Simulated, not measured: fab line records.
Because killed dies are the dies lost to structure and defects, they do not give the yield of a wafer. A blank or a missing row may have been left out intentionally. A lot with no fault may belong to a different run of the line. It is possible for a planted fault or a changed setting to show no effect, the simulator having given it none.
Chamber matching -- flow nand harc -- NHARC_P_M2_STRIP_18 on rie diel-10 has 4 sister chambers
The step strips in N2/H2. 4 wafers are shown with their chamber, then 7 later ones without.

== WAFERS, EACH WITH ITS CHAMBER ==
wafer,chamber,drypump motor current A (A)
L074.2,1,5.7
L081.4,3,6.3
L083.2,0,5.9
L083.3,2,5.2

== WAFERS MISSING THEIR CHAMBER ==
wafer,drypump motor current A (A)
L083.5,6.4
L093.3,5.2
L093.5,6.3
L093.6,5.2
L097.1,5.6
L097.3,5.2
L097.4,6.4

== EACH ONE'S CHAMBER ==
wafer,from the rows above,in truth
L083.5,3,3
L093.3,2,2
L093.5,3,3
L093.6,2,2
L097.1,1,1
L097.3,2,2
L097.4,3,3
Correctly placed: 7 of 7. Not placeable from these rows: 0. Placed wrongly: 0.
How it was worked out, from the rows above alone: a wafer's distance from a chamber is the root of the sum, over the readings, of the square of ((its reading less the chamber's mean) divided by the reading's scatter). The wafer belongs to the nearest chamber; if the next one is less than 2 further off, it can't be placed. The mean given for a chamber averages the wafers shown for that chamber. The scatter: with one shown wafer a chamber, the root of the mean of the squares of how far each hidden wafer lies from its nearest shown one.
